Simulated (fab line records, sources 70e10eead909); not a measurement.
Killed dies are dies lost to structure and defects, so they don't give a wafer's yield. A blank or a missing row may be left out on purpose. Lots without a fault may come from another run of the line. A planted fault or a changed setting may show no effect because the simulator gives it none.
Which tool did it? | flow nand_harc | 24 lots, 72 wafers sampled, at 4 steps of a route of 1159

WHAT THE GAUGES READ, wafer by wafer
NHARC_P_M2_THK_MEAS_24: measures by xrf. Usual: thk_nm 144.5 nm, standard deviation 1.4.
lot  | measured     | on            | thk_nm (nm)       | flag
L074 | day 6 08:20  | film_metro-02 | 144.5 143.4 145.9 |
L075 | day 6 17:59  | film_metro-02 | 144.8 144.4 144.1 |
L076 | day 6 22:48  | film_metro-01 | 145.4 144.1 144.4 |
L078 | day 7 00:46  | film_metro-01 | 143.4 142.7 143.8 |
L077 | day 7 01:34  | film_metro-02 | 143.8 143.4 145.7 |
L079 | day 7 21:26  | film_metro-01 | 145.9 146.2 146.0 |
L080 | day 7 21:57  | film_metro-02 | 145.3 145.3 145.2 |
L081 | day 8 02:47  | film_metro-01 | 144.8 144.3 144.9 |
L083 | day 8 17:46  | film_metro-02 | 143.0 144.7 141.6 |
L082 | day 8 18:10  | film_metro-02 | 147.2 143.7 146.4 |
L084 | day 9 04:13  | film_metro-01 | 143.9 143.1 145.7 |
L085 | day 9 10:14  | film_metro-02 | 147.5 143.7 146.4 |
L086 | day 9 11:39  | film_metro-01 | 141.5 143.9 141.2 |
L088 | day 10 00:23 | film_metro-02 | 145.4 146.4 147.8 |
L087 | day 10 00:46 | film_metro-02 | 142.6 143.8 144.0 |
L089 | day 10 12:54 | film_metro-01 | 143.3 145.2 142.7 |
L090 | day 10 14:02 | film_metro-02 | 143.5 144.8 141.7 |
L092 | day 10 19:17 | film_metro-01 | 144.9 144.2 146.6 |
L091 | day 10 22:43 | film_metro-01 | 143.6 144.9 145.8 |
L093 | day 11 00:46 | film_metro-02 | 145.8 144.2 144.4 |
L094 | day 11 09:22 | film_metro-02 | 142.9 145.5 143.5 |
L095 | day 11 12:27 | film_metro-02 | 145.9 146.7 147.1 |
L096 | day 11 15:59 | film_metro-01 | 144.1 146.9 143.3 |
L097 | day 11 20:23 | film_metro-01 | 144.8 144.2 144.4 |

NHARC_A_START_INSPECT_01. Usual: raw_defect_count 3.4, standard deviation 1.9.
lot  | measured     | on                | raw_defect_count | flag
L074 | day 6 13:53  | defect_inspect-02 | 5 3 4            |
L075 | day 6 23:09  | defect_inspect-01 | 5 1 1            |
L076 | day 7 03:55  | defect_inspect-02 | 5 6 0            |
L078 | day 7 05:58  | defect_inspect-01 | 0 5 1            |
L077 | day 7 06:52  | defect_inspect-02 | 0 2 5            |
L079 | day 8 02:37  | defect_inspect-02 | 3 3 6            |
L080 | day 8 03:15  | defect_inspect-02 | 5 1 4            |
L081 | day 8 07:53  | defect_inspect-02 | 2 2 3            |
L083 | day 8 23:01  | defect_inspect-02 | 2 1 5            |
L082 | day 8 23:34  | defect_inspect-01 | 5 1 6            |
L084 | day 9 09:16  | defect_inspect-02 | 2 2 2            |
L085 | day 9 15:26  | defect_inspect-02 | 4 4 4            |
L086 | day 9 16:50  | defect_inspect-02 | 2 0 1            |
L088 | day 10 06:05 | defect_inspect-02 | 1 5 2            |
L087 | day 10 06:25 | defect_inspect-02 | 5 4 6            |
L089 | day 10 18:19 | defect_inspect-02 | 2 1 3            |
L090 | day 10 19:22 | defect_inspect-02 | 3 6 0            |
L092 | day 11 00:34 | defect_inspect-02 | 3 2 5            |
L091 | day 11 03:55 | defect_inspect-02 | 4 4 3            |
L093 | day 11 05:58 | defect_inspect-02 | 6 7 5            |
L094 | day 11 14:40 | defect_inspect-01 | 4 2 2            |
L095 | day 11 17:55 | defect_inspect-01 | 3 5 6            |
L096 | day 11 21:19 | defect_inspect-01 | 3 5 1            |
L097 | day 12 01:35 | defect_inspect-01 | 1 2 4            |

WHICH TOOL RAN EACH LOT (tool, then ch and the chambers of the sampled wafers, then the start)
lot  | NHARC_P_BONDPAD_DEP_00                     | NHARC_P_BONDPAD_ETCH_12
L074 | pecvd-02 ch 0,2, day 6 09:07               | rie_diel-11 ch 0,2,3, day 6 13:53 or earlier
L075 | pecvd-02 ch 1,2, day 6 18:41               | rie_diel-11 ch 0,2, day 6 23:09 or earlier
L076 | pecvd-03 ch 1,2, day 6 23:35               | rie_diel-11 ch 0,2, day 7 03:55 or earlier
L078 | pecvd-02 ch 0,2, day 7 01:31               | rie_diel-11 ch 0,2, day 7 05:58 or earlier
L077 | pecvd-02 ch 0,1,2, day 7 02:20             | rie_diel-11 ch 1,2,3, day 7 06:52 or earlier
L079 | pecvd-03 ch 0,1,2, day 7 22:12             | rie_diel-11 ch 0,1, day 8 02:37 or earlier
L080 | pecvd-03 ch 0,1,2, day 7 22:40             | rie_diel-06 ch 0,2, day 8 03:15 or earlier
L081 | pecvd-02 ch 0,1,2, day 8 03:31             | rie_diel-11 ch 0,2, day 8 07:53 or earlier
L083 | pecvd-04 ch 0,1,2, day 8 23:01 or earlier  | rie_diel-11 ch 0,2,3, day 8 23:01 or earlier
L082 | pecvd-02 ch 0,1, day 8 19:08               | rie_diel-11 ch 0,2,3, day 8 23:34 or earlier
L084 | pecvd-02 ch 0,1, day 9 09:16 or earlier    | rie_diel-12 ch 1,2,3, day 9 09:16 or earlier
L085 | pecvd-02 ch 1,2, day 9 11:02               | rie_diel-11 ch 1,2, day 9 15:26 or earlier
L086 | pecvd-03 ch 0,2, day 9 16:50 or earlier    | rie_diel-11 ch 1,2,3, day 9 16:50 or earlier
L088 | pecvd-04 ch 0,1,2, day 10 01:10            | rie_diel-11 ch 1,3, day 10 06:05 or earlier
L087 | pecvd-04 ch 0,1, day 10 01:34              | rie_diel-11 ch 0,3, day 10 06:25 or earlier
L089 | pecvd-04 ch 1,2, day 10 13:47              | rie_diel-11 ch 0,1,2, day 10 18:19 or earlier
L090 | pecvd-02 ch 0,1,2, day 10 19:22 or earlier | rie_diel-12 ch 2,3, day 10 19:22 or earlier
L092 | pecvd-02 ch 0,1,2, day 11 00:34 or earlier | rie_diel-12 ch 0,1,2, day 11 00:34 or earlier
L091 | pecvd-03 ch 0,2, day 10 23:26              | rie_diel-11 ch 1,3, day 11 03:55 or earlier
L093 | pecvd-02 ch 0,1,2, day 11 05:58 or earlier | rie_diel-12 ch 0,3, day 11 05:58 or earlier
L094 | pecvd-04 ch 0,2, day 11 10:13              | rie_diel-11 ch 0,1, day 11 14:40 or earlier
L095 | pecvd-02 ch 0,1, day 11 13:11              | rie_diel-11 ch 2,3, day 11 17:55 or earlier
L096 | pecvd-02 ch 0,1, day 11 16:41              | rie_diel-11 ch 0,1, day 11 21:19 or earlier
L097 | pecvd-03 ch 0,1,2, day 11 21:06            | rie_diel-11 ch 1,2,3, day 12 01:35 or earlier
- NHARC_P_BONDPAD_DEP_00: deposits SiCN, target thk 250 nm.
- NHARC_P_BONDPAD_ETCH_12: etches the open film in CHF3/O2, target depth 200 nm, time 100 s.

WHAT THE TOOLS THEMSELVES READ (means of the sampled wafers that have a number; where no wafer has one, the mark that the record gives instead)
NHARC_P_BONDPAD_DEP_00. Usual: heater_power_w 577 W, standard deviation 67.
lot  | tool     | heater_power_w (W) | flag
L074 | pecvd-02 | 617                |
L075 | pecvd-02 | 620                |
L076 | pecvd-03 | 593                |
L078 | pecvd-02 | 526                |
L077 | pecvd-02 | 611                |
L079 | pecvd-03 | 633                |
L080 | pecvd-03 | 610                |
L081 | pecvd-02 | 565                |
L083 | pecvd-04 | 530                |
L082 | pecvd-02 | 536                |
L084 | pecvd-02 | 568                |
L085 | pecvd-02 | 643                |
L086 | pecvd-03 | 610                |
L088 | pecvd-04 | 523                |
L087 | pecvd-04 | 483                |
L089 | pecvd-04 | 518                |
L090 | pecvd-02 | 610                |
L092 | pecvd-02 | 589                |
L091 | pecvd-03 | 609                |
L093 | pecvd-02 | 555                |
L094 | pecvd-04 | 547                |
L095 | pecvd-02 | 574                |
L096 | pecvd-02 | 525                |
L097 | pecvd-03 | 621                |

NHARC_P_BONDPAD_ETCH_12. Usual: bias_w 199.9 W, standard deviation 0.61; chamber_pressure_mTorr 25.001 mTorr, standard deviation 0.026; drypump_motor_current_A 5.5 A, standard deviation 0.41; oes_product_au 0.949 a.u., standard deviation 0.022; rf_vpp_V 373.4 V, standard deviation 1.8; showerhead_plenum_p_Torr 2.54 Torr, standard deviation 0.076; throttle_valve_pct 20.572 %, standard deviation 0.0094.
lot  | tool        | bias_w (W) | chamber_pressure_mTorr (mTorr) | drypump_motor_current_A (A) | oes_product_au (a.u.) | rf_vpp_V (V) | showerhead_plenum_p_Torr (Torr) | throttle_valve_pct (%) | flag
L074 | rie_diel-11 | 200.7      | 24.951                         | 5.3                         | 0.959                 | 374.7        | 2.58                            | 20.571                 |
L075 | rie_diel-11 | 199.8      | 25.020                         | 5.0                         | 0.969                 | 374.9        | 2.57                            | 20.563                 |
L076 | rie_diel-11 | 200.4      | 25.015                         | 5.2                         | 0.929                 | 374.0        | 2.58                            | 20.581                 |
L078 | rie_diel-11 | 199.5      | 24.984                         | 5.0                         | 0.969                 | 373.9        | 2.57                            | 20.587                 |
L077 | rie_diel-11 | 199.4      | 25.023                         | 5.3                         | 0.929                 | 374.2        | 2.56                            | 20.579                 |
L079 | rie_diel-11 | 199.6      | 24.996                         | 5.6                         | 0.930                 | 373.2        | 2.55                            | 20.574                 |
L080 | rie_diel-06 | 200.5      | 24.988                         | 5.7                         | 0.979                 | 373.5        | 2.51                            | 20.580                 |
L081 | rie_diel-11 | 199.4      | 25.019                         | 5.2                         | 0.928                 | 373.7        | 2.58                            | 20.573                 |
L083 | rie_diel-11 | 200.4      | 24.995                         | 5.3                         | 0.968                 | 374.9        | 2.58                            | 20.578                 |
L082 | rie_diel-11 | 199.7      | 25.006                         | 5.2                         | 0.967                 | 374.1        | 2.58                            | 20.568                 |
L084 | rie_diel-12 | 200.1      | 25.007                         | 5.6                         | 0.931                 | 369.8        | 2.37                            | 20.568                 |
L085 | rie_diel-11 | 201.1      | 25.011                         | 5.0                         | 0.982                 | 373.7        | 2.56                            | 20.570                 |
L086 | rie_diel-11 | 200.6      | 25.014                         | 5.3                         | 0.985                 | 374.2        | 2.56                            | 20.573                 |
L088 | rie_diel-11 | 199.8      | 25.008                         | 5.7                         | 0.972                 | 373.8        | 2.55                            | 20.567                 |
L087 | rie_diel-11 | 200.0      | 25.015                         | 5.6                         | 0.947                 | 374.6        | 2.58                            | 20.577                 |
L089 | rie_diel-11 | 199.5      | 25.006                         | 5.3                         | 0.957                 | 373.9        | 2.56                            | 20.570                 |
L090 | rie_diel-12 | 199.1      | 24.985                         | 5.5                         | 0.947                 | 369.7        | 2.38                            | 20.566                 |
L092 | rie_diel-12 | 200.5      | 25.003                         | 5.8                         | 0.930                 | 370.6        | 2.41                            | 20.587                 |
L091 | rie_diel-11 | 199.9      | 24.996                         | 5.6                         | 0.924                 | 373.8        | 2.55                            | 20.569                 |
L093 | rie_diel-12 | 200.6      | 25.011                         | 6.0                         | 0.924                 | 371.7        | 2.49                            | 20.567                 |
L094 | rie_diel-11 | 199.9      | 25.001                         | 5.6                         | 0.931                 | 374.5        | 2.55                            | 20.568                 |
L095 | rie_diel-11 | 199.6      | 24.986                         | 5.3                         | 0.930                 | 375.0        | 2.58                            | 20.570                 |
L096 | rie_diel-11 | 199.7      | 25.012                         | 5.6                         | 0.936                 | 372.9        | 2.55                            | 20.560                 |
L097 | rie_diel-11 | 199.8      | 25.010                         | 5.3                         | 0.936                 | 374.3        | 2.56                            | 20.577                 |

THE ANSWER, worked out from the rows above alone
Rule: a lot is off if the mean of its wafers that have a number lies more than 3 standard deviations from the usual mean. A lot without any number at a reading at which 4 lots or more have one is off too. The other lots that the step has rows for count as sound. The gauges are gone through in route order, then the tools' own readings, and for those a lot's mean is taken as printed above. The first step at which some lot is off is used, and at that step the reading that is off furthest; a lot without a number counts as furthest.
No lot is off at any reading shown: from this, nothing can be told.

WHAT THE SIMULATOR HAD PUT IN
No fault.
